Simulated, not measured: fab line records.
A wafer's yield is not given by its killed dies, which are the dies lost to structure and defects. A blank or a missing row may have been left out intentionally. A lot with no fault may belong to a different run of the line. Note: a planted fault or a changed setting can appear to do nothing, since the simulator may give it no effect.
A sampling plan put to the test | flow n5-finfet | each of the 34 faults these records tell of, on one fab line, judged from the records of the lots it struck
Plan = the line's own looks (route steps where a gauge or an inspection reads the wafer without altering it). A look is open to judgement when struck wafers have a number at it and the file gives its usual mean and standard deviation on fault-free wafers. Caught: at a look after the fault's first step, the mean of the struck wafers lies 4 or more of those standard deviations (sigma) from the usual mean. On the tool: here the same test is run on the tool's own readings at the fault's steps. Another recipe on the struck wafers, or a record that is blank for them alone, also counts as caught.

## THE FAULTS, as the simulator had put them in
1. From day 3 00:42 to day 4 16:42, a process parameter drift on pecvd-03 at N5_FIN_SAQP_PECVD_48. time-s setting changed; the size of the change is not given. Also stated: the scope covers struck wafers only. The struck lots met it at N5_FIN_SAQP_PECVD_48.
2. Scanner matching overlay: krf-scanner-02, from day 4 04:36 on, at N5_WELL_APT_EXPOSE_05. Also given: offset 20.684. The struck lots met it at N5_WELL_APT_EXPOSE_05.
3. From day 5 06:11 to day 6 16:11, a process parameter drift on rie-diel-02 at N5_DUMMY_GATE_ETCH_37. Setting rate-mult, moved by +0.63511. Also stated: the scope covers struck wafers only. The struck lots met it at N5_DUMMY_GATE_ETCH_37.
4. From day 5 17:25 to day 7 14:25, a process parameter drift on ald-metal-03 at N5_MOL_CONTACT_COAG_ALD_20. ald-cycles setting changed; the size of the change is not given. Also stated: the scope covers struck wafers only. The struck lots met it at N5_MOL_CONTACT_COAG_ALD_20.
5. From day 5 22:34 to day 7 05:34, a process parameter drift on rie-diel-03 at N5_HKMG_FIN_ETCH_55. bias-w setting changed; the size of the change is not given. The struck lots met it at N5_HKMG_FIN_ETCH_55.
6. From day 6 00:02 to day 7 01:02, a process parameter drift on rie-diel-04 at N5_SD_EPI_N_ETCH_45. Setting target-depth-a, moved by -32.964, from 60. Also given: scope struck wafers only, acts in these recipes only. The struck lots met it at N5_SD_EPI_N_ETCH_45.
7. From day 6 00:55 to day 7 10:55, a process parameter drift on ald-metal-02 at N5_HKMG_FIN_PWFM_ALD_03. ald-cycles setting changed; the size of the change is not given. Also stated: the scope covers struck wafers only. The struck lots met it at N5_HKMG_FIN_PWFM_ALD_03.
8. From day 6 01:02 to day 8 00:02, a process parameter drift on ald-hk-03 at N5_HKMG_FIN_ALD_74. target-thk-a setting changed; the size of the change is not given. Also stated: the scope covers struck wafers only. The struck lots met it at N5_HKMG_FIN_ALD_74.
9. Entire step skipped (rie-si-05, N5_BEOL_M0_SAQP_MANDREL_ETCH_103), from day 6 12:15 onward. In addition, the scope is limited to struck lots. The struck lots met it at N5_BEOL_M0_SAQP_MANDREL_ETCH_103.
10. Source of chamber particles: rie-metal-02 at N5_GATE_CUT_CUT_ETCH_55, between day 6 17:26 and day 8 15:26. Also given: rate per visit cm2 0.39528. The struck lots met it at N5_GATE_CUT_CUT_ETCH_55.
11. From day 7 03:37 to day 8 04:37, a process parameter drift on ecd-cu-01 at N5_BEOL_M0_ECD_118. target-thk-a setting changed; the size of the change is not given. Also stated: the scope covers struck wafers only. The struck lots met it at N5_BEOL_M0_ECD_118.
12. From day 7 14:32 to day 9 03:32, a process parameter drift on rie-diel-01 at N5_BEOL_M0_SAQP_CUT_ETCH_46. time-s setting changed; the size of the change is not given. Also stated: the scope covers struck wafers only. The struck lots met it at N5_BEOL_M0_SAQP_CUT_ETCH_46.
13. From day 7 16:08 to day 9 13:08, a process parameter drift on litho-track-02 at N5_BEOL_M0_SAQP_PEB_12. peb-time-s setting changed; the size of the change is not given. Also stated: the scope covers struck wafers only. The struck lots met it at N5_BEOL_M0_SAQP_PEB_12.
14. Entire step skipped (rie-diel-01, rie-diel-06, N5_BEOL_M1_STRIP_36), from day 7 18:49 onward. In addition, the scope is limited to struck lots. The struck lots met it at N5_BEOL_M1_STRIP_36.
15. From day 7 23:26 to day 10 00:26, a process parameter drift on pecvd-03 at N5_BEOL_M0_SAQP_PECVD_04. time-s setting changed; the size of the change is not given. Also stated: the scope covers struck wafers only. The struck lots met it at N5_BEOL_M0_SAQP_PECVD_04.
16. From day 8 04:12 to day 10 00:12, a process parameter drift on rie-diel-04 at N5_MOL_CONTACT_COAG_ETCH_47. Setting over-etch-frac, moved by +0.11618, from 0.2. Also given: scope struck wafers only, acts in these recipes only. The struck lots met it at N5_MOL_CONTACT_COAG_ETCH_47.
17. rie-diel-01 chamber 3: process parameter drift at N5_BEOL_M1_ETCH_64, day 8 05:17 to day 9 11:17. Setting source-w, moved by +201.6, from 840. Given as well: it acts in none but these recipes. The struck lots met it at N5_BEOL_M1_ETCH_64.
18. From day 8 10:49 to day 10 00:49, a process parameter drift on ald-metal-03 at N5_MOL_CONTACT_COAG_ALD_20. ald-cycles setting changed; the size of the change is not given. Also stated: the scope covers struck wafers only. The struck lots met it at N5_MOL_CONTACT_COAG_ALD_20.
19. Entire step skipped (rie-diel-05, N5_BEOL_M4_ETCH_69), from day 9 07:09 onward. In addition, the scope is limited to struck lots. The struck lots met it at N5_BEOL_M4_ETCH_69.
20. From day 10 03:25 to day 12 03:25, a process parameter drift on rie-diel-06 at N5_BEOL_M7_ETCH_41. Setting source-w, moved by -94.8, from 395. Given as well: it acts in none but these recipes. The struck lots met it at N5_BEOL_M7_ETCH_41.
21. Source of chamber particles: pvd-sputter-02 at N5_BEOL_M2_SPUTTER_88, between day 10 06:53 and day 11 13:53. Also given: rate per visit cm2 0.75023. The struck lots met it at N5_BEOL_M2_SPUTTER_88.
22. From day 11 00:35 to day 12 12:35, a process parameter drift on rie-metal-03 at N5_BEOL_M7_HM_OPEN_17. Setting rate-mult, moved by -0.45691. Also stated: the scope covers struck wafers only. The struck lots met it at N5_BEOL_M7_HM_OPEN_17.
23. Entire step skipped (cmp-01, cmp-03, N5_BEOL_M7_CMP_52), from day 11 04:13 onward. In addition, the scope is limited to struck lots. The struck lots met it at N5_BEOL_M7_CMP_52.
24. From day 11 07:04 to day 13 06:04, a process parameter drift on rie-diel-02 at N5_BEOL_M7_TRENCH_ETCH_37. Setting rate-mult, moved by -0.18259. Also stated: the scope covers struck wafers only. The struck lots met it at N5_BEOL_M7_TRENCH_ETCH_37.
25. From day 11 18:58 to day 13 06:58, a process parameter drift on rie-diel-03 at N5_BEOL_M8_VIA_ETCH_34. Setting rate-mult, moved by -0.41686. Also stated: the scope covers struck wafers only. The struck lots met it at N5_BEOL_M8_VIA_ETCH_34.
26. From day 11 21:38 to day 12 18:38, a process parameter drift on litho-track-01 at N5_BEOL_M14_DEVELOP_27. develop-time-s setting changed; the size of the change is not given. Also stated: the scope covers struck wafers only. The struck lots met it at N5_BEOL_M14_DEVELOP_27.
27. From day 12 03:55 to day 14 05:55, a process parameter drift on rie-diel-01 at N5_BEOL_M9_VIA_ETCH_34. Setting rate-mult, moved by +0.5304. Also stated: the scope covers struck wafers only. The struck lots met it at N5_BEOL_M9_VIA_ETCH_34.
28. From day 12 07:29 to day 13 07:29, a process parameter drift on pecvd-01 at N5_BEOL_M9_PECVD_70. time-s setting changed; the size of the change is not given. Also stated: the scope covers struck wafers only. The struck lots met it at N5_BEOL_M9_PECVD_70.
29. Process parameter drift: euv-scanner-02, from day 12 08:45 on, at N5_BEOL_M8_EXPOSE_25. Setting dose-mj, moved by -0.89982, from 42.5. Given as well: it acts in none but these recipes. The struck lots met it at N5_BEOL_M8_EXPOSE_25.
30. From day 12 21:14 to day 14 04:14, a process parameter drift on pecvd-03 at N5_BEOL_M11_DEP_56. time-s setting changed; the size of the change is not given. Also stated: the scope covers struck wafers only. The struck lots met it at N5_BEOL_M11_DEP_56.
31. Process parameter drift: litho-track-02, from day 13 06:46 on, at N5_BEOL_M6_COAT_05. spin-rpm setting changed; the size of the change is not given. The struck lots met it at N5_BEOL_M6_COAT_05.
32. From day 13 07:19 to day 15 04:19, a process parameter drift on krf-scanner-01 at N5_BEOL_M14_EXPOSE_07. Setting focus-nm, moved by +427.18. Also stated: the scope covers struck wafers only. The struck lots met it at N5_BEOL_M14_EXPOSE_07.
33. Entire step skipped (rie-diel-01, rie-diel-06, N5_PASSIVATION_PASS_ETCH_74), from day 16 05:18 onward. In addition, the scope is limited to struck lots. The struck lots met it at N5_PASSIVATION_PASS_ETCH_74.
34. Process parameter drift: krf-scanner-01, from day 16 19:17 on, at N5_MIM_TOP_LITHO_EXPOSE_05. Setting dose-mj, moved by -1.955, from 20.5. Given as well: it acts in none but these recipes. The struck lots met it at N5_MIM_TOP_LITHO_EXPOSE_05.

## WHAT THE PLAN SAW
fault | on the tool itself                               | first look that catches it                      | reading, sigma                                     | median hours from its first step to that look | hours from the fault's start to the first struck lot there | judged looks passed uncaught
1     | under 2 sigma                                    | not the one look that can be judged after it    | -                                                  | -                                             | -                                                          | 1
2     | no reading that can be judged                    | N5_WELL_APT_OVL_MEAS_09                         | NWELL_OVL +4.9                                     | 0.2                                           | 15                                                         | 1
3     | under 2 sigma                                    | none of the 3 looks that can be judged after it | strongest: cd-nm at N5_DUMMY_GATE_CD_MEAS_50, -3.1 | -                                             | -                                                          | 3
4     | under 2 sigma                                    | not the one look that can be judged after it    | -                                                  | -                                             | -                                                          | 1
5     | bias-w +28 sigma                                 | not the one look that can be judged after it    | -                                                  | -                                             | -                                                          | 1
6     | under 2 sigma                                    | not the one look that can be judged after it    | -                                                  | -                                             | -                                                          | 1
7     | under 2 sigma                                    | N5_BEOL_M4_RC_MEAS_101                          | IOFF_P_LIN +39                                     | 92.2                                          | 101                                                        | 0
8     | under 2 sigma                                    | N5_BEOL_M4_RC_MEAS_101                          | IOFF_P_LONG +10                                    | 96.6                                          | 106                                                        | 3
9     | the tool's record is blank for the struck wafers | no look after it can be judged                  | -                                                  | -                                             | -                                                          | 0
10    | under 2 sigma                                    | no look after it can be judged                  | -                                                  | -                                             | -                                                          | 0
11    | no reading that can be judged                    | none of the 2 looks that can be judged after it | -                                                  | -                                             | -                                                          | 2
12    | under 2 sigma                                    | not the one look that can be judged after it    | -                                                  | -                                             | -                                                          | 1
13    | no reading that can be judged                    | N5_BEOL_M0_SAQP_CD_MEAS_14                      | cd-nm -4.9                                         | 0.1                                           | 2                                                          | 0
14    | the tool's record is blank for the struck wafers | not the one look that can be judged after it    | -                                                  | -                                             | -                                                          | 1
15    | under 2 sigma                                    | N5_BEOL_M0_SAQP_THK_MEAS_05                     | thk-nm +46                                         | 0.1                                           | 43                                                         | 0
16    | etch-rf-on-time-s +4.9 sigma                     | not the one look that can be judged after it    | -                                                  | -                                             | -                                                          | 1
17    | rf-fwd-power-W +84 sigma                         | not the one look that can be judged after it    | strongest: VT_P at N5_BEOL_M4_RC_MEAS_101, -2.3    | -                                             | -                                                          | 1
18    | under 2 sigma                                    | not the one look that can be judged after it    | -                                                  | -                                             | -                                                          | 1
19    | the tool's record is blank for the struck wafers | no look after it can be judged                  | -                                                  | -                                             | -                                                          | 0
20    | rf-fwd-power-W -62 sigma                         | no look after it can be judged                  | -                                                  | -                                             | -                                                          | 0
21    | under 2 sigma                                    | no look after it can be judged                  | -                                                  | -                                             | -                                                          | 0
22    | under 2 sigma                                    | N5_BEOL_M7_OCD_MEAS_38                          | trench-depth-nm -50                                | 1.3                                           | 6                                                          | 0
23    | the tool's record is blank for the struck wafers | N5_BEOL_M7_THK_MEAS_53                          | M7_THK +99 or beyond                               | 0.3                                           | 5                                                          | 0
24    | under 2 sigma                                    | N5_BEOL_M7_OCD_MEAS_38                          | trench-depth-nm -8.5                               | 0.2                                           | 1                                                          | 0
25    | only faintly: oes-product-au -2.6 sigma          | not the one look that can be judged after it    | -                                                  | -                                             | -                                                          | 1
26    | under 2 sigma                                    | none of the 3 looks that can be judged after it | -                                                  | -                                             | -                                                          | 3
27    | under 2 sigma                                    | no look after it can be judged                  | -                                                  | -                                             | -                                                          | 0
28    | under 2 sigma                                    | none of the 4 looks that can be judged after it | -                                                  | -                                             | -                                                          | 4
29    | under 2 sigma                                    | no look after it can be judged                  | -                                                  | -                                             | -                                                          | 0
30    | under 2 sigma                                    | not the one look that can be judged after it    | -                                                  | -                                             | -                                                          | 1
31    | spin-speed-rpm -74 sigma                         | none of the 3 looks that can be judged after it | -                                                  | -                                             | -                                                          | 3
32    | under 2 sigma                                    | N5_BEOL_M14_CD_MEAS_10                          | cd-nm -4.5                                         | 0.2                                           | 2                                                          | 0
33    | the tool's record is blank for the struck wafers | no look after it can be judged                  | -                                                  | -                                             | -                                                          | 0
34    | exposure-dose-mJ-cm2 -80 sigma                   | N5_MIM_TOP_LITHO_CD_MEAS_08                     | cd-nm +7.4                                         | 0.2                                           | 2                                                          | 0
A dash: this means the fault isn't caught or the number doesn't appear in these records.

Caught at a look: 10 of 34. Caught on the tool: 11 of 34. By one or the other: 19 of 34.
On the tool alone, faults 5, 9, 14, 16, 17, 19, 20, 31, 33 were caught.
Caught at a look alone: faults 2, 7, 8, 13, 15, 22, 24, 32.
Caught by neither: faults 1, 3, 4, 6, 10, 11, 12, 18, 21, 25, 26, 27, 28, 29, 30.

## THINNER SAMPLING
Were the look that catches a fault to measure just every second or every third lot (counted by lot number), the first struck lot would, at worst, be measured this late:
fault | struck lots at that look, in order of time | every lot | every second lot | every third lot
2     | L848, L849                                 | 15 h      | 21 h             | may miss all 2
7     | L802, L804, L806                           | 101 h     | may miss all 3   | 118 h
8     | L595                                       | 106 h     | may miss it      | may miss it
13    | L145, L148, L149                           | 2 h       | 22 h             | may miss all 3
15    | L695                                       | 43 h      | may miss it      | may miss it
22    | L745                                       | 6 h       | may miss it      | may miss it
23    | L357, L359, L360                           | 5 h       | 14 h             | may miss all 3
24    | L181, L182, L187                           | 1 h       | 8 h              | may miss all 3
32    | L259, L265                                 | 2 h       | may miss all 2   | may miss all 2
34    | L642, L646                                 | 2 h       | may miss all 2   | may miss all 2
Hours count from the start of the fault until the first struck lot that is measured. Since the struck wafers were tested as one group against 4 sigma, a single lot by itself may lie under the limit. Other struck lots may not be in these records.

## THE LONGEST TIMED WAY FROM STEP TO LOOK
Fault 8: the median time between N5_HKMG_FIN_ALD_74 and N5_BEOL_M4_RC_MEAS_101 is 96.6 hours. The looks between them that can be judged stayed within 4 sigma: N5_HKMG_FIN_CD_MEAS_49, N5_HKMG_FIN_OVL_MEAS_50, N5_HKMG_FIN_INSPECT_61.
